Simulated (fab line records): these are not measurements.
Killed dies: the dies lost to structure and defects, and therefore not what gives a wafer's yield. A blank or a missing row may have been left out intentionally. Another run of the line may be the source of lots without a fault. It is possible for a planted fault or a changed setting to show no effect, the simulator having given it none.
Matching of chambers    flow nand-harc    NHARC_P_BONDPAD_STRIP_15 on rie-diel-02: 4 sister chambers
The step strips in O2. 14 wafers are shown with their chamber, then 7 later ones without.

== WAFERS, EACH WITH ITS CHAMBER ==
wafer   chamber  showerhead-plenum-p-Torr (Torr)  drypump-motor-current-A (A)  oes-product-au (a.u.)
L079.2  2        3.49                             6.4                          0.995
L079.4  1        3.76                             6.2                          1.011
L079.6  0        3.40                             6.4                          1.014
L085.3  1        3.75                             6.2                          1.012
L085.4  3        3.64                             5.6                          1.007
L085.6  2        3.49                             6.5                          1.002
L086.1  1        3.75                             6.2                          1.019
L086.2  0        3.40                             6.4                          0.997
L086.6  1        3.75                             6.2                          1.023
L087.2  3        3.64                             5.6                          1.006
L087.3  1        3.75                             6.2                          1.017
L087.6  1        3.75                             6.2                          1.007
L088.2  0        3.40                             6.4                          0.994
L088.4  3        3.64                             5.6                          1.003

SIGNATURES (averages over the wafers above)
reading                   chamber 0  chamber 1  chamber 2  chamber 3  scatter within a chamber
showerhead-plenum-p-Torr  3.4000     3.7517     3.4900     3.6400     0.00289
drypump-motor-current-A   6.400      6.200      6.450      5.600      0.0224
oes-product-au            1.00167    1.01483    0.99850    1.00533    0.00662
Rule: a wafer's distance from a chamber is the root of the sum, over the readings, of the square of ((its reading less the chamber's mean) divided by the reading's scatter). If the next closest chamber is less than 2 further off than the closest, the wafer can't be placed; otherwise it belongs to the closest. How the scatter is found: for the shown wafers, subtract from each reading the mean of its chamber, square and add these, divide the total by (wafers less chambers), then take the root.

== WAFERS MISSING THEIR CHAMBER ==
wafer   showerhead-plenum-p-Torr (Torr)  drypump-motor-current-A (A)  oes-product-au (a.u.)
L088.5  3.64                             5.6                          1.004
L091.2  3.49                             6.4                          1.005
L091.4  3.40                             6.4                          1.012
L091.6  3.64                             5.6                          1.021
L093.1  3.64                             5.6                          0.999
L093.2  3.75                             6.2                          1.005
L093.4  3.40                             6.4                          0.998

== EACH ONE'S CHAMBER ==
wafer   from the rows above  in truth
L088.5  3                    3
L091.2  2                    2
L091.4  0                    0
L091.6  3                    3
L093.1  3                    3
L093.2  1                    1
L093.4  0                    0
Placed correctly: 7 of 7. Can't be placed from these rows: 0. Wrongly placed: 0.
